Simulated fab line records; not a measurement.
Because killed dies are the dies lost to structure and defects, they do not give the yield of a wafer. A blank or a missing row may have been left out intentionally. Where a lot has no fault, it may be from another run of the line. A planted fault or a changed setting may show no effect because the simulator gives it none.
8D (eight disciplines) problem report, filled in by code || flow n5-finfet || the parts of the form that need people (team, actions taken, sign-off) are left out

1. THE ISSUE
killed-at-contacts at N5_PASSIVATION_PROBE_49 reads a mean of 86 on 6 wafers of 2 lots; wafers without a fault read 13 with a standard deviation of 6.5. That is +11 standard deviations from the usual mean.
Earliest sighting: wafer L860.1 on prober-02 at day 16 07:53. Wafers with a number at this step in the record: 8, from 3 lots. The rule behind "out" and "out of limits": a value lying over 4 standard deviations away from the usual mean. Any other wafer with a number is counted as sound.

2. WHAT IT IS; WHAT IT IS NOT
{"question": "which readings at this step", "is": "killed-at-contacts", "is not": "killed_at_M0_to_M3, killed_at_M4_up, killed-at-front-end, killed-at-other, killed-open, killed-short, sort_bin_8_speed"}
{"question": "which lots", "is": "L860, L862", "is not": "L865"}
{"question": "which wafers of those lots", "is": "all that have a number", "is not": "-"}
{"question": "read on which tools", "is": "prober-01, prober-02", "is not": "-"}
{"question": "when", "is": "from day 16 07:53", "is not": "up to then (0 sound wafers); but 2 sound wafers of L865 came after"}

3. THE SUSPECTS, EACH WITH WHAT RULES IT OUT
Counting: a tool at a process step up to the reading stays a suspect if it ran every lot that is out and no sound lot after the first of them.
- rie-diel-01 at N5_MOL_CONTACT_COAG_ETCH_105 (etches SiARC in CF4, target depth 15.6 nm, time 26 s): kept. It ran every lot that is out, first L860 (day 8 06:02), and no sound lot after that.
Left after counting: rie-diel-01 at N5_MOL_CONTACT_COAG_ETCH_105.

4. THE CAUSE (what the simulator had put in)
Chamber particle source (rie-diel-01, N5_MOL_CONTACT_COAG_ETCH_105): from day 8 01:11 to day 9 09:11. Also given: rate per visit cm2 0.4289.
Only this tool survived the counting.

5. SEQUENCE OF EFFECTS, ordered by route
Each row: a reading whose mean over the struck wafers that have a number lies more than 3 standard deviations from the usual. Only readings whose record carries a usual standard deviation are examined. hours: median over the lots of the time between each lot's start at the first step of this table that gives one and its start at this step. sigmas: the change, counted in usual standard deviations.
{"hours": 0, "step": "N5_PASSIVATION_PROBE_49", "reading": "defect-limited-yield", "usual": "91.1 %", "on struck wafers": 84.6, "change": -6.5, "sigmas": -4.1}
{"hours": 0, "step": "N5_PASSIVATION_PROBE_49", "reading": "killed-at-contacts", "usual": 13, "on struck wafers": 86, "change": "+73", "sigmas": "+11"}
{"hours": 0, "step": "N5_PASSIVATION_PROBE_49", "reading": "killed-dies", "usual": 105, "on struck wafers": 182, "change": "+77", "sigmas": "+4.3"}
{"hours": 0, "step": "N5_PASSIVATION_PROBE_49", "reading": "sort_bin_5_function", "usual": "5.2 %", "on struck wafers": 10.0, "change": "+4.8", "sigmas": "+5.0"}
{"hours": 0, "step": "N5_PASSIVATION_PROBE_49", "reading": "sort-n-pass", "usual": 1075, "on struck wafers": 998, "change": -77, "sigmas": -4.1}
{"hours": 0, "step": "N5_PASSIVATION_PROBE_49", "reading": "sort-yield-pct", "usual": "91.1 %", "on struck wafers": 84.6, "change": -6.5, "sigmas": -4.1}
Its process steps:
- N5_PASSIVATION_PROBE_49

6. WHAT WOULD HAVE CAUGHT IT SOONER
The fault began at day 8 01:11; the first out-of-limits reading in this record came at day 16 07:53, 199 hours later.
Tool readings at N5_MOL_CONTACT_COAG_ETCH_105 with a usual standard deviation given in the record: none out on any struck wafer, hence no alarm at a limit of 4 standard deviations on them.
By day 16 07:53 the whole set of lots that are out, 2 in number, had already begun N5_MOL_CONTACT_COAG_ETCH_105 on rie-diel-01. Tool hold at that time: it would have spared none of them.
